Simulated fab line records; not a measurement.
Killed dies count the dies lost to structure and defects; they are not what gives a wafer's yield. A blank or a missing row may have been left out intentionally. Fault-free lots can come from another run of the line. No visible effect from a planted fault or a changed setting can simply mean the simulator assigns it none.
Which tool did it? || flow nand-harc || 12 lots, 36 wafers sampled, at 5 steps of a route of 1302

WHAT THE GAUGES READ, wafer by wafer
NHARC_END_SORT_01. Usual: killed-at-array 63, standard deviation 18; killed-at-other 1.1, standard deviation 1.3; killed-at-periphery 4.3, standard deviation 2.8; killed-dies 68, standard deviation 18; killed-open 3.3, standard deviation 2; killed-short 2.4, standard deviation 1.6.
{"lot": "L479", "measured": "day 31 08:58", "on": "prober-01", "killed-at-array": "20 670 22", "killed-at-other": "1 0 1", "killed-at-periphery": "6 7 7", "killed-dies": "27 677 30", "killed-open": "2 5 2", "killed-short": "5 2 4", "flag": "OFF"}
{"lot": "L481", "measured": "day 32 01:22", "on": "prober-01", "killed-at-array": "72 665 73", "killed-at-other": "1 1 1", "killed-at-periphery": "6 11 1", "killed-dies": "79 677 75", "killed-open": "2 2 4", "killed-short": "1 2 5", "flag": "OFF"}

EACH LOT AND THE TOOL THAT RAN IT (in order: tool; ch and the chambers of the sampled wafers; start)
{"lot": "L470", "NHARC_A_STAIRCASE_STRIP_205": "plasma-asher-02 ch 0,1, day 15 13:52", "NHARC_A_STAIRCASE_TRIM_222": "rie-diel-10 ch 0,2,3, day 15 17:04 or earlier", "NHARC_A_STAIRCASE_ETCH_232": "rie-diel-10 ch 0,1,3, day 15 17:04", "NHARC_A_STAIRCASE_ETCH_236": "rie-diel-10 ch 1,2,3, no start"}
{"lot": "L471", "NHARC_A_STAIRCASE_STRIP_205": "plasma-asher-01 ch 0, day 16 18:20", "NHARC_A_STAIRCASE_TRIM_222": "rie-diel-04 ch 1,2,3, day 16 21:28 or earlier", "NHARC_A_STAIRCASE_ETCH_232": "rie-diel-04 ch 0,1,2, day 16 21:28", "NHARC_A_STAIRCASE_ETCH_236": "rie-diel-04 ch 0,1,2, no start"}
{"lot": "L474", "NHARC_A_STAIRCASE_STRIP_205": "plasma-asher-02 ch 0,1, day 17 05:26", "NHARC_A_STAIRCASE_TRIM_222": "rie-diel-10 ch 0,1,3, day 17 08:29 or earlier", "NHARC_A_STAIRCASE_ETCH_232": "rie-diel-10 ch 1,2,3, day 17 08:29", "NHARC_A_STAIRCASE_ETCH_236": "rie-diel-10 ch 0,1,2, no start"}
{"lot": "L475", "NHARC_A_STAIRCASE_STRIP_205": "plasma-asher-01 ch 0,1, day 17 14:22", "NHARC_A_STAIRCASE_TRIM_222": "rie-diel-04 ch 0,1,2, day 17 18:02 or earlier", "NHARC_A_STAIRCASE_ETCH_232": "rie-diel-10 ch 0,1,2, day 17 18:02", "NHARC_A_STAIRCASE_ETCH_236": "rie-diel-10 ch 0,1,2, no start"}
{"lot": "L479", "NHARC_A_STAIRCASE_STRIP_205": "plasma-asher-02 ch 0,1, day 20 01:38", "NHARC_A_STAIRCASE_TRIM_222": "rie-diel-10 ch 1,2,3, day 20 11:29 or earlier", "NHARC_A_STAIRCASE_ETCH_232": "rie-diel-10 ch 0,2,3, day 20 11:29", "NHARC_A_STAIRCASE_ETCH_236": "rie-diel-10 ch 0,1,2, day 31 08:58 or earlier"}
{"lot": "L481", "NHARC_A_STAIRCASE_STRIP_205": "plasma-asher-02 ch 0, day 20 15:38", "NHARC_A_STAIRCASE_TRIM_222": "rie-diel-04 ch 0,1,3, day 20 19:50 or earlier", "NHARC_A_STAIRCASE_ETCH_232": "rie-diel-10 ch 0,2, day 20 19:50", "NHARC_A_STAIRCASE_ETCH_236": "rie-diel-10 ch 1,2,3, day 32 01:22 or earlier"}
{"lot": "L486", "NHARC_A_STAIRCASE_STRIP_205": "plasma-asher-01 ch 0,1, day 22 15:01", "NHARC_A_STAIRCASE_TRIM_222": "rie-diel-10 ch 1,2,3, day 22 18:01 or earlier", "NHARC_A_STAIRCASE_ETCH_232": "rie-diel-03 ch 1,2, day 22 18:01", "NHARC_A_STAIRCASE_ETCH_236": "rie-diel-03 ch 0,2, no start"}
{"lot": "L489", "NHARC_A_STAIRCASE_STRIP_205": "plasma-asher-01 ch 0,1, day 24 06:09", "NHARC_A_STAIRCASE_TRIM_222": "rie-diel-04 ch 1,2, day 24 09:21 or earlier", "NHARC_A_STAIRCASE_ETCH_232": "rie-diel-10 ch 0,1,2, day 24 09:21", "NHARC_A_STAIRCASE_ETCH_236": "rie-diel-10 ch 1,2, no start"}
{"lot": "L490", "NHARC_A_STAIRCASE_STRIP_205": "plasma-asher-02 ch 0,1, day 24 06:28", "NHARC_A_STAIRCASE_TRIM_222": "rie-diel-04 ch 0,1, day 24 09:55 or earlier", "NHARC_A_STAIRCASE_ETCH_232": "rie-diel-10 ch 0,2,3, day 24 09:55", "NHARC_A_STAIRCASE_ETCH_236": "rie-diel-10 ch 1,2,3, no start"}
{"lot": "L491", "NHARC_A_STAIRCASE_STRIP_205": "plasma-asher-02 ch 0,1, day 24 09:50", "NHARC_A_STAIRCASE_TRIM_222": "rie-diel-03 ch 0,1,2, day 24 12:56 or earlier", "NHARC_A_STAIRCASE_ETCH_232": "rie-diel-04 ch 0,2, day 24 12:56", "NHARC_A_STAIRCASE_ETCH_236": "rie-diel-04 ch 1,2, no start"}
{"lot": "L492", "NHARC_A_STAIRCASE_STRIP_205": "plasma-asher-02 ch 0,1, day 25 12:07", "NHARC_A_STAIRCASE_TRIM_222": "rie-diel-03 ch 0,1,3, day 25 15:05 or earlier", "NHARC_A_STAIRCASE_ETCH_232": "rie-diel-10 ch 0,1,3, day 25 15:05", "NHARC_A_STAIRCASE_ETCH_236": "rie-diel-10 ch 0,1,2, no start"}
{"lot": "L493", "NHARC_A_STAIRCASE_STRIP_205": "plasma-asher-01 ch 0,1, day 26 05:27", "NHARC_A_STAIRCASE_TRIM_222": "rie-diel-03 ch 0,1,2, day 26 11:24 or earlier", "NHARC_A_STAIRCASE_ETCH_232": "rie-diel-03 ch 1,2,3, day 26 11:24", "NHARC_A_STAIRCASE_ETCH_236": "rie-diel-03 ch 0,2,3, no start"}
- NHARC_A_STAIRCASE_STRIP_205: strips in O2.
- NHARC_A_STAIRCASE_TRIM_222: chemistry O2, time 211.2 s.
- NHARC_A_STAIRCASE_ETCH_232: etches the open film in C4F8/O2, target depth 100 nm, time 40.5 s.
- NHARC_A_STAIRCASE_ETCH_236: etches the open film in C4F8/O2, target depth 100 nm, time 40.5 s.

WHAT THE TOOLS THEMSELVES READ (means of the sampled wafers that have a number; where no wafer has one, the mark that the record gives instead)
NHARC_A_STAIRCASE_STRIP_205. Usual: drypump-motor-current-A 5.6 A, standard deviation 0.62; heater-power-w 315 W, standard deviation 32.
{"lot": "L470", "tool": "plasma-asher-02", "drypump-motor-current-A (A)": 5.8, "heater-power-w (W)": 286, "flag": ""}
{"lot": "L471", "tool": "plasma-asher-01", "drypump-motor-current-A (A)": 5.1, "heater-power-w (W)": 336, "flag": ""}
{"lot": "L474", "tool": "plasma-asher-02", "drypump-motor-current-A (A)": 5.8, "heater-power-w (W)": 288, "flag": ""}
{"lot": "L475", "tool": "plasma-asher-01", "drypump-motor-current-A (A)": 5.9, "heater-power-w (W)": 349, "flag": ""}
{"lot": "L479", "tool": "plasma-asher-02", "drypump-motor-current-A (A)": 5.3, "heater-power-w (W)": 301, "flag": ""}
{"lot": "L481", "tool": "plasma-asher-02", "drypump-motor-current-A (A)": 6.2, "heater-power-w (W)": 270, "flag": ""}
{"lot": "L486", "tool": "plasma-asher-01", "drypump-motor-current-A (A)": 5.9, "heater-power-w (W)": 351, "flag": ""}
{"lot": "L489", "tool": "plasma-asher-01", "drypump-motor-current-A (A)": 5.5, "heater-power-w (W)": 341, "flag": ""}
{"lot": "L490", "tool": "plasma-asher-02", "drypump-motor-current-A (A)": 5.3, "heater-power-w (W)": 306, "flag": ""}
{"lot": "L491", "tool": "plasma-asher-02", "drypump-motor-current-A (A)": 5.3, "heater-power-w (W)": 308, "flag": ""}
{"lot": "L492", "tool": "plasma-asher-02", "drypump-motor-current-A (A)": 5.8, "heater-power-w (W)": 289, "flag": ""}
{"lot": "L493", "tool": "plasma-asher-01", "drypump-motor-current-A (A)": 5.9, "heater-power-w (W)": 355, "flag": ""}

NHARC_A_STAIRCASE_TRIM_222. Usual: drypump-motor-current-A 5.9 A, standard deviation 0.41; oes-product-au 1.003 a.u., standard deviation 0.0072; rf-vpp-V 57.8 V, standard deviation 0.88; showerhead-plenum-p-Torr 3.52 Torr, standard deviation 0.14; throttle-valve-pct 17.036 %, standard deviation 0.0089.
{"lot": "L470", "tool": "rie-diel-10", "drypump-motor-current-A (A)": 5.9, "oes-product-au (a.u.)": 1.000, "rf-vpp-V (V)": 57.8, "showerhead-plenum-p-Torr (Torr)": 3.50, "throttle-valve-pct (%)": 17.038, "flag": ""}
{"lot": "L471", "tool": "rie-diel-04", "drypump-motor-current-A (A)": 6.0, "oes-product-au (a.u.)": 1.008, "rf-vpp-V (V)": 57.1, "showerhead-plenum-p-Torr (Torr)": 3.41, "throttle-valve-pct (%)": 17.028, "flag": ""}
{"lot": "L474", "tool": "rie-diel-10", "drypump-motor-current-A (A)": 5.7, "oes-product-au (a.u.)": 1.008, "rf-vpp-V (V)": 58.0, "showerhead-plenum-p-Torr (Torr)": 3.61, "throttle-valve-pct (%)": 17.038, "flag": ""}
{"lot": "L475", "tool": "rie-diel-04", "drypump-motor-current-A (A)": 5.9, "oes-product-au (a.u.)": 1.003, "rf-vpp-V (V)": 57.3, "showerhead-plenum-p-Torr (Torr)": 3.44, "throttle-valve-pct (%)": 17.031, "flag": ""}
{"lot": "L479", "tool": "rie-diel-10", "drypump-motor-current-A (A)": 5.8, "oes-product-au (a.u.)": 1.002, "rf-vpp-V (V)": 58.3, "showerhead-plenum-p-Torr (Torr)": 3.55, "throttle-valve-pct (%)": 17.036, "flag": ""}
{"lot": "L481", "tool": "rie-diel-04", "drypump-motor-current-A (A)": 5.8, "oes-product-au (a.u.)": 1.005, "rf-vpp-V (V)": 56.5, "showerhead-plenum-p-Torr (Torr)": 3.42, "throttle-valve-pct (%)": 17.045, "flag": ""}
{"lot": "L486", "tool": "rie-diel-10", "drypump-motor-current-A (A)": 5.8, "oes-product-au (a.u.)": 1.002, "rf-vpp-V (V)": 57.4, "showerhead-plenum-p-Torr (Torr)": 3.54, "throttle-valve-pct (%)": 17.036, "flag": ""}
{"lot": "L489", "tool": "rie-diel-04", "drypump-motor-current-A (A)": 6.1, "oes-product-au (a.u.)": 1.008, "rf-vpp-V (V)": 56.8, "showerhead-plenum-p-Torr (Torr)": 3.39, "throttle-valve-pct (%)": 17.043, "flag": ""}
{"lot": "L490", "tool": "rie-diel-04", "drypump-motor-current-A (A)": 5.7, "oes-product-au (a.u.)": 1.007, "rf-vpp-V (V)": 56.7, "showerhead-plenum-p-Torr (Torr)": 3.45, "throttle-valve-pct (%)": 17.036, "flag": ""}
{"lot": "L491", "tool": "rie-diel-03", "drypump-motor-current-A (A)": 6.1, "oes-product-au (a.u.)": 0.997, "rf-vpp-V (V)": 58.4, "showerhead-plenum-p-Torr (Torr)": 3.70, "throttle-valve-pct (%)": 17.041, "flag": ""}
{"lot": "L492", "tool": "rie-diel-03", "drypump-motor-current-A (A)": 5.8, "oes-product-au (a.u.)": 0.994, "rf-vpp-V (V)": 58.4, "showerhead-plenum-p-Torr (Torr)": 3.70, "throttle-valve-pct (%)": 17.035, "flag": ""}
{"lot": "L493", "tool": "rie-diel-03", "drypump-motor-current-A (A)": 6.1, "oes-product-au (a.u.)": 0.997, "rf-vpp-V (V)": 58.4, "showerhead-plenum-p-Torr (Torr)": 3.69, "throttle-valve-pct (%)": 17.035, "flag": ""}

NHARC_A_STAIRCASE_ETCH_232. Usual: oes-product-au 0.947 a.u., standard deviation 0.012; rf-vpp-V 896 V, standard deviation 5.6; run-length-s 62.1 s, standard deviation 0.41.
{"lot": "L470", "tool": "rie-diel-10", "oes-product-au (a.u.)": 0.940, "rf-vpp-V (V)": 899, "run-length-s (s)": 62.3, "flag": ""}
{"lot": "L471", "tool": "rie-diel-04", "oes-product-au (a.u.)": 0.949, "rf-vpp-V (V)": 893, "run-length-s (s)": 62.4, "flag": ""}
{"lot": "L474", "tool": "rie-diel-10", "oes-product-au (a.u.)": 0.939, "rf-vpp-V (V)": 898, "run-length-s (s)": 62.2, "flag": ""}
{"lot": "L475", "tool": "rie-diel-10", "oes-product-au (a.u.)": 0.938, "rf-vpp-V (V)": 897, "run-length-s (s)": 62.1, "flag": ""}
{"lot": "L479", "tool": "rie-diel-10", "oes-product-au (a.u.)": 0.941, "rf-vpp-V (V)": 894, "run-length-s (s)": 52.9, "flag": "OFF"}
{"lot": "L481", "tool": "rie-diel-10", "oes-product-au (a.u.)": 0.959, "rf-vpp-V (V)": 893, "run-length-s (s)": 52.8, "flag": "OFF"}
{"lot": "L486", "tool": "rie-diel-03", "oes-product-au (a.u.)": 0.966, "rf-vpp-V (V)": 900, "run-length-s (s)": 61.5, "flag": ""}
{"lot": "L489", "tool": "rie-diel-10", "oes-product-au (a.u.)": 0.955, "rf-vpp-V (V)": 896, "run-length-s (s)": 62.2, "flag": ""}
{"lot": "L490", "tool": "rie-diel-10", "oes-product-au (a.u.)": 0.947, "rf-vpp-V (V)": 893, "run-length-s (s)": 62.3, "flag": ""}
{"lot": "L491", "tool": "rie-diel-04", "oes-product-au (a.u.)": 0.949, "rf-vpp-V (V)": 891, "run-length-s (s)": 62.1, "flag": ""}
{"lot": "L492", "tool": "rie-diel-10", "oes-product-au (a.u.)": 0.962, "rf-vpp-V (V)": 897, "run-length-s (s)": 62.1, "flag": ""}
{"lot": "L493", "tool": "rie-diel-03", "oes-product-au (a.u.)": 0.933, "rf-vpp-V (V)": 900, "run-length-s (s)": 61.6, "flag": ""}

NHARC_A_STAIRCASE_ETCH_236. Usual: oes-product-au 0.945 a.u., standard deviation 0.01; rf-vpp-V 896 V, standard deviation 5.4; run-length-s 62.1 s, standard deviation 0.38.
{"lot": "L470", "tool": "rie-diel-10", "oes-product-au (a.u.)": 0.950, "rf-vpp-V (V)": 898, "run-length-s (s)": 62.3, "flag": ""}
{"lot": "L471", "tool": "rie-diel-04", "oes-product-au (a.u.)": 0.944, "rf-vpp-V (V)": 893, "run-length-s (s)": 62.2, "flag": ""}
{"lot": "L474", "tool": "rie-diel-10", "oes-product-au (a.u.)": 0.948, "rf-vpp-V (V)": 898, "run-length-s (s)": 62.4, "flag": ""}
{"lot": "L475", "tool": "rie-diel-10", "oes-product-au (a.u.)": 0.941, "rf-vpp-V (V)": 896, "run-length-s (s)": 62.4, "flag": ""}
{"lot": "L479", "tool": "rie-diel-10", "oes-product-au (a.u.)": 0.950, "rf-vpp-V (V)": 896, "run-length-s (s)": 62.2, "flag": ""}
{"lot": "L481", "tool": "rie-diel-10", "oes-product-au (a.u.)": 0.939, "rf-vpp-V (V)": 897, "run-length-s (s)": 62.3, "flag": ""}
{"lot": "L486", "tool": "rie-diel-03", "oes-product-au (a.u.)": 0.948, "rf-vpp-V (V)": 902, "run-length-s (s)": 61.8, "flag": ""}
{"lot": "L489", "tool": "rie-diel-10", "oes-product-au (a.u.)": 0.952, "rf-vpp-V (V)": 894, "run-length-s (s)": 62.5, "flag": ""}
{"lot": "L490", "tool": "rie-diel-10", "oes-product-au (a.u.)": 0.953, "rf-vpp-V (V)": 896, "run-length-s (s)": 62.3, "flag": ""}
{"lot": "L491", "tool": "rie-diel-04", "oes-product-au (a.u.)": 0.942, "rf-vpp-V (V)": 893, "run-length-s (s)": 62.4, "flag": ""}
{"lot": "L492", "tool": "rie-diel-10", "oes-product-au (a.u.)": 0.960, "rf-vpp-V (V)": 897, "run-length-s (s)": 62.2, "flag": ""}
{"lot": "L493", "tool": "rie-diel-03", "oes-product-au (a.u.)": 0.922, "rf-vpp-V (V)": 900, "run-length-s (s)": 61.4, "flag": ""}

THE ANSWER, worked out from the rows above alone
Rule: lot off if the mean of its wafers having a number is beyond 3 standard deviations from the usual mean. A lot without any number at a reading at which 4 lots or more have one is off too. Any other lot the step has rows for is counted as sound. Order of review: gauges by route order, followed by the tools' own readings, for which a lot's mean as printed above is used. At the first step where some lot is off, the reading lying furthest off is the one used; lots without a number count as furthest.
Off at NHARC_END_SORT_01 (killed-dies): L479, L481. Neither off nor sound, because the step has no rows for them: L470, L471, L474, L475, L486, L489, L490, L491, L492, L493.
If a tool, at a process step before that reading, ran all the lots that are off and no sound lot after the first of them, it fits. Not tried: the gauges at NHARC_END_SORT_01; whatever is off there is also off at NHARC_A_STAIRCASE_ETCH_232, on other tools, and gauge error can't account for it. With no start given for some of its lots, NHARC_A_STAIRCASE_TRIM_222 uses the hours and lot order of NHARC_A_STAIRCASE_ETCH_232. With no start given for some of its lots, NHARC_A_STAIRCASE_ETCH_236 uses the hours and lot order of NHARC_END_SORT_01. 2 tools fit, plasma-asher-02 at NHARC_A_STAIRCASE_STRIP_205 and rie-diel-10 at NHARC_A_STAIRCASE_ETCH_232 and NHARC_A_STAIRCASE_ETCH_236, so this cannot tell which one it is.

WHAT HAD BEEN PUT IN BY THE SIMULATOR
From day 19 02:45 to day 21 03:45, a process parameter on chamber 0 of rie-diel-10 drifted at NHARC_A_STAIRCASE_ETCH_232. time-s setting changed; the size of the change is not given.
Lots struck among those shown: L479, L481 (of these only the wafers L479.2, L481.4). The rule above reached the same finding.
